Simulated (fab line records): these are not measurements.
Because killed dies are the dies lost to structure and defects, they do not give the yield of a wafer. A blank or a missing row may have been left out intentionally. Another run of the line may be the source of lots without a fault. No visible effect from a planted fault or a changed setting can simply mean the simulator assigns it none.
Split-lot trial :: flow n5 finfet :: route with 1938 steps; 7 lots, 21 wafers read

ABOUT THE SPLIT
At N5_BEOL_M1_COAT_61 (time 60 s, resist thk 60 nm), the setting spin rpm was moved away from the recipe's 1500 rpm on 6 of the 21 wafers read, by +3.3% to +8.5%. All remaining wafers had this setting at the recipe value.

FROM THE SPLIT TO THE READING: what the file shows between them, 8 steps
- N5_BEOL_M1_COAT_62: time 60 s, resist thk 12 nm
- N5_BEOL_M1_COAT_73: time 60 s, resist thk 5 nm
- N5_BEOL_M1_ETCH_74: etches underlayer in N2/H2, target depth 6.5 nm, time 5.2 s
- N5_BEOL_M1_ETCH_63: etches SiARC in CF4, target depth 15.6 nm, time 26 s
- N5_BEOL_M1_ETCH_64: etches SOC in N2/H2, target depth 75 nm, overetch 15 nm, time 112.5 s
- N5_BEOL_M1_STRIP_65: strips in N2/H2
- N5_BEOL_M1_STRIP_75: strips in N2/H2
- N5_BEOL_M1_STRIP_66: strips in CF4

THE READING
SOC_of_BEOL_M1_COAT_61.thk nm (the simulator's own value, which no gauge read), in nm, at N5_BEOL_M1_HM_OPEN_17 (chemistry Cl2/BCl3, target TiN, target depth 20 nm, overetch 6 nm). The file gives no usual value for it. Across the 15 wafers here that went through the recipe, the average is 52.1 nm and the standard deviation 0.2 nm.

wafer: L076.1
tool, chamber at the split: litho track-03, 0
spin rpm as run, rpm: 1550
against the recipe: +3.3%
SOC_of_BEOL_M1_COAT_61.thk nm, nm: 51.4
against lot-mates on the recipe: -0.8

wafer: L076.3
tool, chamber at the split: litho track-03, 0
spin rpm as run, rpm: 1500
against the recipe: recipe
SOC_of_BEOL_M1_COAT_61.thk nm, nm: 52.2
against lot-mates on the recipe: -

wafer: L076.6
tool, chamber at the split: litho track-03, 0
spin rpm as run, rpm: 1550
against the recipe: +3.3%
SOC_of_BEOL_M1_COAT_61.thk nm, nm: 51.2
against lot-mates on the recipe: -1.0

wafer: L077.1
tool, chamber at the split: litho track-05, 0
spin rpm as run, rpm: 1500
against the recipe: recipe
SOC_of_BEOL_M1_COAT_61.thk nm, nm: 52
against lot-mates on the recipe: -

wafer: L077.2
tool, chamber at the split: litho track-05, 0
spin rpm as run, rpm: 1500
against the recipe: recipe
SOC_of_BEOL_M1_COAT_61.thk nm, nm: 52.2
against lot-mates on the recipe: -

wafer: L077.6
tool, chamber at the split: litho track-05, 0
spin rpm as run, rpm: 1500
against the recipe: recipe
SOC_of_BEOL_M1_COAT_61.thk nm, nm: 52.4
against lot-mates on the recipe: -

wafer: L081.1
tool, chamber at the split: litho track-05, 0
spin rpm as run, rpm: 1500
against the recipe: recipe
SOC_of_BEOL_M1_COAT_61.thk nm, nm: 52
against lot-mates on the recipe: -

wafer: L081.2
tool, chamber at the split: litho track-05, 0
spin rpm as run, rpm: 1500
against the recipe: recipe
SOC_of_BEOL_M1_COAT_61.thk nm, nm: 51.8
against lot-mates on the recipe: -

wafer: L081.3
tool, chamber at the split: litho track-05, 0
spin rpm as run, rpm: 1500
against the recipe: recipe
SOC_of_BEOL_M1_COAT_61.thk nm, nm: 51.8
against lot-mates on the recipe: -

wafer: L084.2
tool, chamber at the split: litho track-03, 0
spin rpm as run, rpm: 1628
against the recipe: +8.5%
SOC_of_BEOL_M1_COAT_61.thk nm, nm: 49.4
against lot-mates on the recipe: -2.4

wafer: L084.4
tool, chamber at the split: litho track-03, 0
spin rpm as run, rpm: 1628
against the recipe: +8.5%
SOC_of_BEOL_M1_COAT_61.thk nm, nm: 49.6
against lot-mates on the recipe: -2.2

wafer: L084.6
tool, chamber at the split: litho track-03, 0
spin rpm as run, rpm: 1500
against the recipe: recipe
SOC_of_BEOL_M1_COAT_61.thk nm, nm: 51.8
against lot-mates on the recipe: -

wafer: L085.1
tool, chamber at the split: litho track-05, 0
spin rpm as run, rpm: 1500
against the recipe: recipe
SOC_of_BEOL_M1_COAT_61.thk nm, nm: 52
against lot-mates on the recipe: -

wafer: L085.2
tool, chamber at the split: litho track-05, 0
spin rpm as run, rpm: 1500
against the recipe: recipe
SOC_of_BEOL_M1_COAT_61.thk nm, nm: 52.2
against lot-mates on the recipe: -

wafer: L085.5
tool, chamber at the split: litho track-05, 0
spin rpm as run, rpm: 1500
against the recipe: recipe
SOC_of_BEOL_M1_COAT_61.thk nm, nm: 51.8
against lot-mates on the recipe: -

wafer: L088.1
tool, chamber at the split: litho track-05, 0
spin rpm as run, rpm: 1599
against the recipe: +6.6%
SOC_of_BEOL_M1_COAT_61.thk nm, nm: 50.4
against lot-mates on the recipe: -1.8

wafer: L088.5
tool, chamber at the split: litho track-05, 0
spin rpm as run, rpm: 1500
against the recipe: recipe
SOC_of_BEOL_M1_COAT_61.thk nm, nm: 52.2
against lot-mates on the recipe: -

wafer: L088.6
tool, chamber at the split: litho track-05, 0
spin rpm as run, rpm: 1599
against the recipe: +6.6%
SOC_of_BEOL_M1_COAT_61.thk nm, nm: 50.6
against lot-mates on the recipe: -1.6

wafer: L094.1
tool, chamber at the split: litho track-03, 0
spin rpm as run, rpm: 1500
against the recipe: recipe
SOC_of_BEOL_M1_COAT_61.thk nm, nm: 52
against lot-mates on the recipe: -

wafer: L094.3
tool, chamber at the split: litho track-03, 0
spin rpm as run, rpm: 1500
against the recipe: recipe
SOC_of_BEOL_M1_COAT_61.thk nm, nm: 52.2
against lot-mates on the recipe: -

wafer: L094.6
tool, chamber at the split: litho track-03, 0
spin rpm as run, rpm: 1500
against the recipe: recipe
SOC_of_BEOL_M1_COAT_61.thk nm, nm: 52.4
against lot-mates on the recipe: -

THE FIT
A straight line over all 21 wafers: SOC_of_BEOL_M1_COAT_61.thk nm changes by -0.276 nm for each +1% of spin rpm; r = -0.97; the points scatter about the line by 0.22 nm.
The same after taking each lot's own level away (the mean of its wafers on the recipe; 21 wafers): -0.266 nm for each +1%; r = -0.99; scatter 0.13 nm.
According to that fit, moving spin rpm by its largest amount changes the reading by 2.3 nm.
From 51.80 to 52.20 nm: that is the span of the lots' own levels, equal to 2.0 times the standard deviation above.
Consequently the slope shifts little with the lot-to-lot level, the two slopes agreeing.
Check: for one of the wafers moved furthest among these (+8.5%), held out of the fit, the line's prediction against its lot-mates is -2.21 nm. It came out at -2.4 nm against them.

OTHER SPLITS APPLIED TO THESE WAFERS
Other splits were also applied to these wafers ahead of the reading. Each is held against what the fit with the lots' levels taken away leaves over:
other split on the same wafers: N5_MOL_CONTACT_COAG_COAT_77 spin rpm
wafers away from the commonest value: 10
r with SOC_of_BEOL_M1_COAT_61.thk nm (lot level and that fit taken away): +0.31

other split on the same wafers: N5_MOL_CONTACT_COAG_ALD_133 ald cycles
wafers away from the commonest value: 5
r with SOC_of_BEOL_M1_COAT_61.thk nm (lot level and that fit taken away): +0.01

other split on the same wafers: N5_BEOL_M0_CUTY_DESCUM_61 time s
wafers away from the commonest value: 7
r with SOC_of_BEOL_M1_COAT_61.thk nm (lot level and that fit taken away): -0.19

other split on the same wafers: N5_BEOL_M1_HM_DEP_02 target thk a
wafers away from the commonest value: 9
r with SOC_of_BEOL_M1_COAT_61.thk nm (lot level and that fit taken away): -0.45

THE WHOLE CHAIN: every reading that the file lists as answering this split, in the file's order
step: N5_BEOL_M1_COAT_61
what it does: time 60 s, resist thk 60 nm
reading: SOC_of_BEOL_M1_COAT_61.thk nm (the simulator's own value, which no gauge read)
change (the file's fit): -0.277 nm for each +1% of the setting
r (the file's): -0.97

step: N5_BEOL_M1_ETCH_64
what it does: etches SOC in N2/H2, target depth 75 nm, overetch 15 nm, time 112.5 s
reading: etch.depth nm (the simulator's own value, which no gauge read)
change (the file's fit): -0.278 nm for each +1% of the setting
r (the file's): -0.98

step: N5_BEOL_M1_HM_OPEN_17
what it does: chemistry Cl2/BCl3, target TiN, target depth 20 nm, overetch 6 nm
reading: SOC_of_BEOL_M1_COAT_61.thk nm (the simulator's own value, which no gauge read)
change (the file's fit): -0.265 nm for each +1% of the setting
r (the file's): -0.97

THE FILE'S OWN FIT
SOC_of_BEOL_M1_COAT_61.thk nm changes by -0.265 nm for each +1% of spin rpm, r = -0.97.
